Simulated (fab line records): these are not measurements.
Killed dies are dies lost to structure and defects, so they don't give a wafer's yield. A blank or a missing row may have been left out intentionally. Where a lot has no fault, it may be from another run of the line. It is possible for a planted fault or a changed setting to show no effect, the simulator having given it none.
2 desks, one fault :: flow nandHarc :: each desk holds nothing but its own numbers, with what lay behind them at the end

## FROM THE METROLOGY DESK
Lot by lot, what the gauges showed, no matter which tool ran the lot: averages of those sampled wafers that carry a number. If a lot's mean is further than 4 standard deviations from the usual mean, the lot is out of limits and carries the mark OUT (the distance appears in the brackets).
Columns: A = cdNm at NHARC_P_M0_CD_MEAS_09, usual 89.8 nm; B = overlayXNm at NHARC_P_M0_OVL_MEAS_10, usual 0.2 nm; C = overlayYNm at NHARC_P_M0_OVL_MEAS_10, usual 0.1 nm; D = cdNm at NHARC_P_M0_CD_MEAS_16, usual 89.3 nm
lot: L985
first seen here: day 6 06:09
A: 89.9
B: 0.6
C: 1.0
D: 89.7

lot: L986
first seen here: day 6 16:22
A: 90.6
B: 0.3
C: -1.8
D: 91.4

lot: L987
first seen here: day 6 17:02
A: 90.4
B: -0.1
C: 1.6
D: 89.5

lot: L989
first seen here: day 7 11:01
A: 89.9
B: 0.8
C: 0.7
D: 89.6

lot: L990
first seen here: day 7 19:27
A: 89.8
B: 1.7
C: -1.1
D: 90.1

lot: L993
first seen here: day 8 21:34
A: 88.8
B: -0.1
C: -0.1
D: 88.9

lot: L995
first seen here: day 9 09:58
A: 85.5 (-5.3) OUT
B: 0.5
C: 0.1
D: 85.2

lot: L997
first seen here: day 9 19:24
A: 86.0 (-4.7) OUT
B: 0.7
C: -0.9
D: 85.1

lot: L101
first seen here: day 10 04:25
A: 90.5
B: -0.4
C: -0.6
D: 89.6

lot: L100
first seen here: day 10 06:23
A: 90.2
B: 1.2
C: -0.6
D: 89.7

lot: L103
first seen here: day 11 03:37
A: 90.4
B: -1.4
C: -1.3
D: 90.1

lot: L102
first seen here: day 11 03:46
A: 88.8
B: -0.2
C: -0.0
D: 88.3
This desk finds L995, L997 out of limits, L995 being first, at day 9 09:58 (cdNm at NHARC_P_M0_CD_MEAS_09). Within limits: L985, L986, L987, L989, L990, L993, L101, L100, L103, L102.

## TOOL OWNER'S DESK, lithoTrack-01
The tool's own readings at NHARC_P_M0_PEB_07 (peb time 65 s): means of the sampled wafers that have a number, for each lot that ran on this tool. If a lot's mean is further than 4 standard deviations from the usual mean, the lot is out of limits and carries the mark OUT (the distance appears in the brackets).
Columns: A = heaterPowerTotalW at NHARC_P_M0_PEB_07, usual 156.6 W; B = plateTempC at NHARC_P_M0_PEB_07, usual 100.01 C; C = resistLineTempC at NHARC_P_M0_PEB_07, usual 22.98 C
lot: L987
first seen here: day 6 16:58
A: 156.8
B: 99.88
C: 22.93

lot: L989
first seen here: day 7 10:56
A: 156.4
B: 100.16
C: 23.06

lot: L990
first seen here: day 7 19:22
A: 156.7
B: 100.04
C: 23.02

lot: L995
first seen here: day 9 09:53
A: 154.5 (-4.9) OUT
B: 99.03 (-8.1) OUT
C: 23.14

lot: L997
first seen here: day 9 19:19
A: 154.4 (-5.2) OUT
B: 98.97 (-8.6) OUT
C: 23.10
This desk finds L995, L997 out of limits, L995 being first, at day 9 09:53 (heaterPowerTotalW at NHARC_P_M0_PEB_07). Within limits: L987, L989, L990.

## BROUGHT TOGETHER
The tool owner's desk could have raised an alarm at day 9 09:53, on L995, L997.
At day 9 09:58 the metrology desk could have sounded an alarm, on L995, L997.
The lots listed all ran NHARC_P_M0_PEB_07 on lithoTrack-01.

## WHAT THE SIMULATOR HAD INSERTED
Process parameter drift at NHARC_P_M0_PEB_07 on lithoTrack-01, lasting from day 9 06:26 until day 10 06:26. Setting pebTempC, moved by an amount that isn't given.
Struck lots among those shown: L995, L997.
Fault start to first reading out of limits, in hours, per desk: tool owner, 3; metrology, 4.
